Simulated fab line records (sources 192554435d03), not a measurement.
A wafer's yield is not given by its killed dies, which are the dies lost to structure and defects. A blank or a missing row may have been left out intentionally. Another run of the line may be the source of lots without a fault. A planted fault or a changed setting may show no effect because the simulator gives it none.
A struck lot beside a sound one + flow n5Finfet + 16 steps out of a route of 1938
Sound: the wafers L268.1, L268.2, L268.5. Struck: wafer L276.1 (L276.2, L276.6, from the same lot, were not struck and are left out); the cause is given at the end.
Each step with rows lists, per side, the tool, then ch with its chambers, then its first start. Under that, the readings that differ: sound wafers + struck wafers + difference of the means + sigmas: that difference in standard deviations of wafers without a fault.
alike: readings with means less than 2 such deviations apart, plus words and numbers identical on both sides. not compared: withheld readings, readings lacking a value on some wafer, bounds such as >300 that could conceal the same value, and numbers that have no deviation in the record and whose values overlap.
The two part at a step that has a row with sigmas, a row that says differs or no value, or rows on one side only. Numbers that have no deviation but don't overlap get no sigmas and don't part them. A reading that every wafer of one side lacks parts them only if that side has two wafers or more.

first, 8 steps without rows for these wafers: N5_MOL_CONTACT_COAG_COAT_63 (time 60 s, resist thk 10 nm); N5_MOL_CONTACT_COAG_COAT_64 (time 60 s, resist thk 10 nm); N5_MOL_CONTACT_COAG_COAT_34 (resist thk 40 nm); N5_MOL_CONTACT_COAG_EBR_36; N5_MOL_CONTACT_COAG_SOFTBAKE_35 (time 60 s); N5_MOL_CONTACT_COAG_EXPOSE_37 (exposes mask VD, defocus 0 nm); N5_MOL_CONTACT_COAG_PEB_38 (peb time 60 s); N5_MOL_CONTACT_COAG_DEVELOP_39 (develop time 30 s).
N5_MOL_CONTACT_COAG_CD_MEAS_40 targets a cd of 25.1 nm.
  sound on cdSem-03 ch 0, day 7 12:23; struck on cdSem-01 ch 0, day 9 08:50
  alike: cdNm
N5_MOL_CONTACT_COAG_OVL_MEAS_41:
  sound on overlay-02 ch 0, day 7 12:25; struck on overlay-02 ch 0, day 9 08:52
| reading     | sound          | struck | difference | sigmas |
|-------------|----------------|--------|------------|--------|
| VD_OVL (nm) | -0.2 -0.9 -1.2 | 0.7    | +1.5       | +2     |
N5_MOL_CONTACT_COAG_INSPECT_42: inspects for defects (brightfield).
  struck on defectInspect-01, day 9 08:55; sound on defectInspect-01, day 7 12:28
  alike: rawDefectCount
N5_MOL_CONTACT_COAG_DESCUM_45: chemistry O2, time 7 s.
  sound on rieDiel-03 ch 0,1,3, day 7 12:31; struck on rieDiel-04 ch 3, day 9 08:59
  alike: drypumpMotorCurrentA, o2FlowSccm, oesProductAu, rfVppV, showerheadPlenumPTorr, throttleValvePct
  not compared: rfHoursCounterH
N5_MOL_CONTACT_COAG_ETCH_65: etches underlayer in N2/H2, target depth 13 nm, time 10.4 s.
  sound on rieDiel-03 ch 0,1,3, day 7 12:32; struck on rieDiel-04 ch 3, day 9 09:01
| reading           | sound             | struck | difference | sigmas |
|-------------------|-------------------|--------|------------|--------|
| etchRfOnTimeS (s) | 10.64 10.70 10.84 | 7.63   | -3.10      | -16    |
| h2FlowSccm (sccm) | 200.0 199.4 200.0 | 198.0  | -1.8       | -3     |
  alike: drypumpMotorCurrentA, oesProductAu, rfVppV, showerheadPlenumPTorr, throttleValvePct
  not compared: rfHoursCounterH
N5_MOL_CONTACT_COAG_ETCH_66: etches SiARC in CF4, target depth 13 nm, time 21.7 s.
  sound on rieDiel-03 ch 0,1,3, day 7 12:34; struck on rieDiel-04 ch 3, day 9 09:02
  alike: drypumpMotorCurrentA, etchRfOnTimeS, oesProductAu, rfVppV, showerheadPlenumPTorr, throttleValvePct
  not compared: rfHoursCounterH
-- the record jumps here: 5 days lie between the struck wafers' starts before and after (it left off in module MOL_CONTACT_COAG and takes up again in module BEOL_M4, whose first step shown is number 1111 of the route) --
N5_BEOL_M4_RC_MEAS_101:
  sound on prober-01 ch 0, day 12 08:56; struck on prober-01 ch 0, day 14 01:17
| reading       | sound       | struck | difference | sigmas |
|---------------|-------------|--------|------------|--------|
| ION_P (uA/um) | 457 460 458 | 444    | -14        | -2     |
  alike: DIBL_N, DIBL_P, IOFF_N, IOFF_P, ION_N, SS_N, SS_P, VT_N, VT_P
-- the record jumps here: 4 days lie between the struck wafers' starts before and after (it left off in module BEOL_M4 and takes up again in module PASSIVATION, whose first step shown is number 1936 of the route) --
N5_PASSIVATION_PROBE_49:
  struck on prober-01, day 18 10:26; sound on prober-02, day 16 21:35
  alike: defectLimitedYield, killed_at_M0_to_M3, killed_at_M4_up, killedAtContacts, killedAtFrontEnd, killedAtOther, killedDies, killedOpen, killedShort, sort_bin_5_function, sort_bin_6_memory, sort_bin_8_speed, sortNPass, sortYieldPct

WHERE THEY PART
Last at N5_BEOL_M4_RC_MEAS_101 as far as this record goes, first at N5_MOL_CONTACT_COAG_OVL_MEAS_41. Later steps at which nothing parts them and some readings are alike: N5_PASSIVATION_PROBE_49.

WHY: what the simulator had put in
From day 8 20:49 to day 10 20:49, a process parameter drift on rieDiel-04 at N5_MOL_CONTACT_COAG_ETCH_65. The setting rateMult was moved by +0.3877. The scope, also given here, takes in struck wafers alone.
